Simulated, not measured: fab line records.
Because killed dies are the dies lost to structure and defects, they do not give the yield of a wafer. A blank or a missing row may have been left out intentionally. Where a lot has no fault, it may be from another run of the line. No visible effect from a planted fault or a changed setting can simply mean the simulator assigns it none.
Chamber matching || flow nand harc || 4 sister chambers for NHARC_A_CHANNEL_FILL_D2_ALD_14 on ald hk-02
The step deposits SiO2, target thk 2.5 nm, pulse time 10 s, ald cycles 25. 8 wafers are shown with their chamber, then 8 later ones without.

== WAFERS, EACH WITH ITS CHAMBER ==
{"wafer": "L079.3", "chamber": 3, "heater power w (W)": 505, "precursor pulse height rel": 1.002}
{"wafer": "L083.2", "chamber": 0, "heater power w (W)": 484, "precursor pulse height rel": 1.018}
{"wafer": "L083.6", "chamber": 0, "heater power w (W)": 486, "precursor pulse height rel": 0.978}
{"wafer": "L082.1", "chamber": 3, "heater power w (W)": 494, "precursor pulse height rel": 0.983}
{"wafer": "L082.2", "chamber": 1, "heater power w (W)": 463, "precursor pulse height rel": 0.998}
{"wafer": "L085.4", "chamber": 1, "heater power w (W)": 480, "precursor pulse height rel": 1.021}
{"wafer": "L085.5", "chamber": 2, "heater power w (W)": 407, "precursor pulse height rel": 0.984}
{"wafer": "L086.1", "chamber": 2, "heater power w (W)": 414, "precursor pulse height rel": 0.999}

== WAFERS MISSING THEIR CHAMBER ==
{"wafer": "L086.2", "heater power w (W)": 485, "precursor pulse height rel": 0.989}
{"wafer": "L086.5", "heater power w (W)": 481, "precursor pulse height rel": 1.012}
{"wafer": "L090.1", "heater power w (W)": 514, "precursor pulse height rel": 0.998}
{"wafer": "L090.3", "heater power w (W)": 404, "precursor pulse height rel": 1.025}
{"wafer": "L090.6", "heater power w (W)": 490, "precursor pulse height rel": 0.976}
{"wafer": "L095.1", "heater power w (W)": 404, "precursor pulse height rel": 0.983}
{"wafer": "L095.2", "heater power w (W)": 487, "precursor pulse height rel": 0.979}
{"wafer": "L095.5", "heater power w (W)": 406, "precursor pulse height rel": 1.003}

== WHICH CHAMBER EACH WENT THROUGH ==
{"wafer": "L086.2", "from the rows above": "can't be placed: 0 or 3 or 1", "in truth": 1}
{"wafer": "L086.5", "from the rows above": "can't be placed: 0 or 1 or 3", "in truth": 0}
{"wafer": "L090.1", "from the rows above": "can't be placed: 3 or 0", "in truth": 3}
{"wafer": "L090.3", "from the rows above": 2, "in truth": 2}
{"wafer": "L090.6", "from the rows above": "can't be placed: 0 or 3 or 1", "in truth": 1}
{"wafer": "L095.1", "from the rows above": 2, "in truth": 2}
{"wafer": "L095.2", "from the rows above": "can't be placed: 0 or 3 or 1", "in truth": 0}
{"wafer": "L095.5", "from the rows above": 2, "in truth": 2}
3 of 8 placed correctly. Not placeable from these rows: 5 (in 5, the candidates include the true chamber). 0 placed wrongly.
How it was worked out, from the rows above alone: a wafer's distance from a chamber is the root of the sum, over the readings, of the square of ((its reading less the chamber's mean) divided by the reading's scatter). If the next closest chamber is less than 2 further off than the closest, the wafer can't be placed; otherwise it belongs to the closest. A chamber's mean is the mean of its shown wafers. How the scatter is found: for the shown wafers, subtract from each reading the mean of its chamber, square and add these, divide the total by (wafers less chambers), then take the root.
